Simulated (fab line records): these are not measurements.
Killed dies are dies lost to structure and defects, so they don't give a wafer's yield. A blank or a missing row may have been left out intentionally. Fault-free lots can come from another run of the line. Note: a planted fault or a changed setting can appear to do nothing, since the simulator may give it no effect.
Comparing a struck lot with a sound one / flow n5 finfet / 16 steps out of a route of 1938
Sound: these wafers, L772.2, L772.4, L772.5. Wafers L782.2, L782.5 were the ones struck. The cause is given at the end.
For every step that has rows: the tool of each side, followed by ch and its chambers, followed by its first start. Under that, the readings that differ: sound wafers / struck wafers / difference of the means / sigmas: that difference in standard deviations of wafers without a fault.
alike: readings with means less than 2 such deviations apart, plus words and numbers identical on both sides. not compared: withheld readings, readings lacking a value on some wafer, bounds such as >300 that could conceal the same value, and numbers that have no deviation in the record and whose values overlap.
The two part at a step that has a row with sigmas, a row that says differs or no value, or rows on one side only. Non-overlapping numbers with no deviation appear without sigmas and do not part them. Lack of a reading on every wafer of one side parts them only where that side has two or more wafers.

first, 1 step without rows for these wafers: N5_HKMG_FIN_ETCH_86 (etches SOC in N2/H2, stops on TiN, target depth 393.2 nm).
N5_HKMG_FIN_STRIP_89: strips SOC in N2/H2, time 20 s.
  sound on rie diel-04 ch 0,2,3, day 4 07:35; struck on rie diel-04 ch 3, day 6 22:02
  alike: drypump motor current A, oes product au, rf vpp V, showerhead plenum p Torr, throttle valve pct
  not compared: rf hours counter h
then, 5 steps without rows for these wafers: N5_HKMG_FIN_WET_ETCH_87 (etches TiN in SC1, time 154.2 s, target depth 4.7 nm, rinse time 30 s); N5_HKMG_FIN_STRIP_88 (strips in N2/H2, time 360 s); N5_HKMG_FIN_NWFM_ALD_20 (deposits TiAlC, target thk 2 nm, pulse time 3 s, purge time 2 s); N5_HKMG_FIN_ALD_71 (deposits TiN, target thk 1 nm, pulse time 1 s, purge time 3 s); N5_HKMG_FIN_COAT_66 (time 60 s, resist thk 300 nm).
N5_HKMG_FIN_ETCH_67: etches SOC in N2/H2, stops on TiN, target depth 388.9 nm.
  sound on rie diel-03 ch 0,2, day 4 08:38; struck on rie diel-04 ch 1,3, day 6 23:02
  alike: drypump motor current A, oes product au, rf vpp V, showerhead plenum p Torr, throttle valve pct
  not compared: rf hours counter h
N5_HKMG_FIN_STRIP_90: strips SOC in N2/H2, time 20 s.
  sound on rie diel-03 ch 0,2, day 4 08:41; struck on rie diel-04 ch 1,3, day 6 23:06
  alike: drypump motor current A, oes product au, rf vpp V, showerhead plenum p Torr, throttle valve pct
  not compared: rf hours counter h
then, 1 step without rows for these wafers: N5_HKMG_FIN_WET_ETCH_73 (etches the open film in SC1, time 42.3 s, target depth 1.3 nm, rinse time 30 s).
N5_HKMG_FIN_ETCHBACK_68: etches the open film in Cl2/Ar, stops on HfO2, target depth 0.5 nm.
  sound on rie metal-03 ch 0,1, day 4 08:51; struck on rie metal-01 ch 1, day 6 23:16
reading=oes product au (a.u.); sound=0.95 0.84 0.83; struck=0.61 0.61; difference=-0.26; sigmas=-2
  alike: drypump motor current A, throttle valve pct
  not compared: rf hours counter h
then, 1 step without rows for these wafers: N5_HKMG_FIN_STRIP_69 (strips in N2/H2, time 360 s).
N5_HKMG_FIN_ALD_21: deposits TiN, target thk 1.5 nm, pulse time 1 s, purge time 3 s.
  sound on ald metal-01 ch 0,1, day 4 09:23; struck on ald metal-01 ch 0,2, day 6 23:47
reading=ald cycles; sound=68 68 68; struck=53 53; difference=-15; sigmas=
  alike: heater power w, precursor pulse height rel
N5_HKMG_FIN_ALD_72: deposits W, target thk 2 nm, pulse time 1 s, purge time 2 s.
  sound on cvd w-02 ch 1, day 4 09:44; struck on cvd w-02 ch 0, day 7 00:10
  alike: heater power w, precursor pulse height rel
  not compared: ald cycles
-- record jumps: 6 days separate the struck wafers' starts on either side; left off in module HKMG_FIN, taken up again in module BEOL_M4, whose first shown step is the route's number 1111 --
N5_BEOL_M4_RC_MEAS_101:
  sound on prober-01 ch 0, day 9 18:02; struck on prober-02 ch 0, day 12 12:58
  alike: DIBL_N, DIBL_P, IOFF_N, IOFF_P, ION_N, ION_P, SS_N, SS_P, VT_N, VT_P
-- a jump in the record: the struck wafers' starts before and after are 4 days apart (it breaks off in module BEOL_M4 and resumes in module PASSIVATION, where the first step shown is number 1936 of the route) --
N5_PASSIVATION_PROBE_49:
  the record has rows for the struck wafers here (prober-01, day 16 15:55) and none for the sound ones

== WHERE THEY PART ==
Earliest at N5_HKMG_FIN_ETCHBACK_68; latest, in this record, at N5_PASSIVATION_PROBE_49.

WHY: what had been put in by the simulator
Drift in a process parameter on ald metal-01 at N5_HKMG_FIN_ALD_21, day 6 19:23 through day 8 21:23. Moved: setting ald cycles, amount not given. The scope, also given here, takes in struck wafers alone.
